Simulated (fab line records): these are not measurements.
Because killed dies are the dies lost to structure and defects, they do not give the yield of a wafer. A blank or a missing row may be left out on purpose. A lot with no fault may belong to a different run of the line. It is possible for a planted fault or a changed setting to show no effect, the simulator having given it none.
3 desks looking at one fault / flow n5 finfet / every desk sees just its own numbers, and what lay behind them comes last

TOOL OWNER'S DESK, ald metal-04
The tool's own readings at N5_HKMG_FIN_PWFM_ALD_03 (deposits TiN, target thk 2 nm, pulse time 1 s, purge time 3 s): means of the sampled wafers that have a number, for each lot that ran on this tool. Marked OUT: a lot whose mean sits more than 4 standard deviations from the usual mean, which makes it out of limits; the brackets give that distance.
Columns: A = heater power w at N5_HKMG_FIN_PWFM_ALD_03, usual 946 W; B = precursor pulse height rel at N5_HKMG_FIN_PWFM_ALD_03, usual 1.000; C = susceptor temp C at N5_HKMG_FIN_PWFM_ALD_03, usual 400.00 C
lot=L559; first seen here=day 5 10:08; A=952; B=1.002; C=400.04
lot=L561; first seen here=day 5 22:05; A=946; B=1.008; C=399.97
lot=L563; first seen here=day 6 07:38; A=985; B=0.994; C=399.85
lot=L564; first seen here=day 6 13:44; A=957; B=0.993; C=399.86
lot=L568; first seen here=day 7 16:36; A=1010; B=0.989; C=399.99
Finding of this desk: none of the 5 lots has anything out of limits.

THE DEFECT DESK
What the inspections along the route counted, lot by lot: means of the sampled wafers that have a number. Marked OUT: a lot whose mean sits more than 4 standard deviations from the usual mean, which makes it out of limits; the brackets give that distance.
Columns: A = raw defect count at N5_HKMG_FIN_INSPECT_61, usual 2.0
lot=L555; first seen here=day 4 07:15; A=1.0
lot=L559; first seen here=day 5 07:38; A=1.3
lot=L561; first seen here=day 5 19:37; A=1.0
lot=L563; first seen here=day 6 05:09; A=1.7
lot=L564; first seen here=day 6 11:14; A=1.7
lot=L565; first seen here=day 6 18:32; A=2.3
lot=L568; first seen here=day 7 13:51; A=1.7
lot=L574; first seen here=day 9 02:52; A=1.7
lot=L577; first seen here=day 9 20:43; A=2.0
Finding of this desk: none of the 9 lots has anything out of limits.

METROLOGY DESK
What the gauges read, lot by lot, whatever tool the lot ran on: means of the sampled wafers that have a number. Marked OUT: a lot whose mean sits more than 4 standard deviations from the usual mean, which makes it out of limits; the brackets give that distance. Readings shown: 7 of its 10, picked as those furthest out on some lot.
Columns: A = DIBL_N at N5_BEOL_M4_RC_MEAS_101, usual 36.0 mV/V; B = IOFF_N at N5_BEOL_M4_RC_MEAS_101, usual 0.16 nA/um; C = IOFF_P at N5_BEOL_M4_RC_MEAS_101, usual 0.21 nA/um; D = ION_N at N5_BEOL_M4_RC_MEAS_101, usual 673 uA/um; E = ION_P at N5_BEOL_M4_RC_MEAS_101, usual 461 uA/um; F = SS_P at N5_BEOL_M4_RC_MEAS_101, usual 73.4 mV/dec; G = VT_P at N5_BEOL_M4_RC_MEAS_101, usual -251 mV
lot=L555; first seen here=day 7 16:49; A=38.3; B=0.19; C=0.22; D=671; E=454; F=74.1; G=-253
lot=L559; first seen here=day 9 00:22; A=36.9; B=0.17; C=0.23; D=672; E=461; F=72.7; G=-248
lot=L561; first seen here=day 9 20:40; A=32.7; B=0.15; C=0.19; D=659; E=453; F=72.7; G=-252
lot=L563; first seen here=day 10 02:14; A=35.9; B=0.19; C=0.23; D=677; E=464; F=73.6; G=-250
lot=L564; first seen here=day 10 04:03; A=36.9; B=0.15; C=0.20; D=661; E=456; F=73.7; G=-252
lot=L565; first seen here=day 11 02:02; A=37.2; B=0.19; C=0.23; D=683; E=463; F=73.6; G=-251
lot=L568; first seen here=day 11 03:30; A=37.3; B=0.18; C=0.23; D=667; E=457; F=73.6; G=-248
lot=L574; first seen here=day 13 08:08; A=34.9; B=0.16; C=0.22; D=674; E=466; F=73.0; G=-249
lot=L577; first seen here=day 14 13:20; A=36.0; B=0.15; C=0.17; D=668; E=454; F=73.2; G=-256
Finding of this desk: none of the 9 lots has anything out of limits.

ALL TOGETHER
The tool owner's desk saw nothing out of limits.
The defect desk saw nothing out of limits.
Nothing out of limits was seen by the metrology desk.

WHAT THE SIMULATOR HAD PUT IN
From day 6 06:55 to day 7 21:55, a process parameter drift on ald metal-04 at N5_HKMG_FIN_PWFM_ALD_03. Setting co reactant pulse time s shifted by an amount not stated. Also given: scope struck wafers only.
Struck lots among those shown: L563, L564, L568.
